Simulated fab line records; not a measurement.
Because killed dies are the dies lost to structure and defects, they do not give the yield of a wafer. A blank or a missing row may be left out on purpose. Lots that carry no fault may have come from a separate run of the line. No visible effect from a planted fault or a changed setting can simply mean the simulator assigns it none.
A struck lot beside a sound one | flow n5-finfet | 15 out of 1938 route steps
Sound: these wafers, L884.1, L884.3, L884.6. Struck: wafer L896.6. (L896.5 of the same lot was not struck and is left out.) The cause comes at the end.
Per side, at each step with rows, come the tool, then ch with its chambers, and then its first start. Under that, the readings that differ: sound wafers | struck wafers | difference of the means | sigmas: that difference in standard deviations of wafers without a fault.
alike: words and numbers the same on both sides, and readings whose means are apart by under 2 such deviations; not compared: readings that were withheld, readings missing a value for some wafer, numbers with overlapping values and no deviation given by the record, and bounds like >300 which may hide the same value.
Wherever a step has rows on one side only, a row that says differs or no value, or a row with sigmas, the two part there. Non-overlapping numbers with no deviation appear without sigmas and do not part them. A reading missing from all wafers of one side parts the sides only when that side holds two or more wafers.

first, 8 steps without rows for these wafers: N5_BEOL_M9_COAT_64 (time 60 s, resist thk 12 nm); N5_BEOL_M9_COAT_75 (time 60 s, resist thk 5 nm); N5_BEOL_M9_COAT_22 (resist thk 30 nm); N5_BEOL_M9_EBR_24; N5_BEOL_M9_SOFTBAKE_23 (time 60 s); N5_BEOL_M9_EXPOSE_25 (exposes mask V8); N5_BEOL_M9_PEB_26 (peb time 60 s); N5_BEOL_M9_DEVELOP_27 (develop time 30 s).
N5_BEOL_M9_CD_MEAS_28 targets a cd of 70 nm.
  sound on cd-sem-03 ch 0, day 11 14:23; struck on cd-sem-03 ch 0, day 14 15:10
  reading    | sound             | struck | difference | sigmas
  cd-nm (nm) | 69.69 69.60 70.06 | 70.34  | +0.56      | +2
N5_BEOL_M9_OVL_MEAS_29:
  sound on overlay-02 ch 0, day 11 14:25; struck on overlay-02 ch 0, day 14 15:13
  alike: V8_OVL
N5_BEOL_M9_INSPECT_30: inspects for defects (brightfield).
  sound on defect-inspect-01, day 11 14:28; struck on defect-inspect-02, day 14 15:15
  alike: raw-defect-count
N5_BEOL_M9_DESCUM_33: chemistry O2, time 7 s.
  sound on rie-diel-06 ch 2,3, day 11 15:05; struck on rie-diel-03 ch 3, day 14 15:23
  alike: drypump-motor-current-A, oes-product-au, rf-fwd-power-W, rf-vpp-V, showerhead-plenum-p-Torr, throttle-valve-pct
  not compared: rf-hours-counter-h
N5_BEOL_M9_ETCH_76: etches underlayer in N2/H2, target depth 6.5 nm, time 5.2 s.
  sound on rie-diel-06 ch 2,3, day 11 15:07; struck on rie-diel-03 ch 3, day 14 15:25
  reading               | sound          | struck | difference | sigmas
  etch-rf-on-time-s (s) | 5.20 5.01 5.06 | 3.20   | -1.89      | -17
  oes-product-au (a.u.) | 0.62 0.63 0.61 | 0.81   | +0.19      | +3
  alike: drypump-motor-current-A, rf-fwd-power-W, rf-vpp-V, showerhead-plenum-p-Torr, throttle-valve-pct
  not compared: rf-hours-counter-h
N5_BEOL_M9_ETCH_65: etches SiARC in CF4, target depth 15.6 nm, time 26 s.
  sound on rie-diel-06 ch 2,3, day 11 15:08; struck on rie-diel-03 ch 3, day 14 15:26
  alike: drypump-motor-current-A, etch-rf-on-time-s, oes-product-au, rf-fwd-power-W, rf-vpp-V, showerhead-plenum-p-Torr, throttle-valve-pct
  not compared: rf-hours-counter-h
following that, these wafers have no rows for 1 step: N5_PASSIVATION_PROBE_49.

WHERE THEY PART
Earliest at N5_BEOL_M9_CD_MEAS_28; latest, in this record, at N5_BEOL_M9_ETCH_76. Later steps at which nothing parts them and some readings are alike: N5_BEOL_M9_ETCH_65.

WHY: what had been put in by the simulator
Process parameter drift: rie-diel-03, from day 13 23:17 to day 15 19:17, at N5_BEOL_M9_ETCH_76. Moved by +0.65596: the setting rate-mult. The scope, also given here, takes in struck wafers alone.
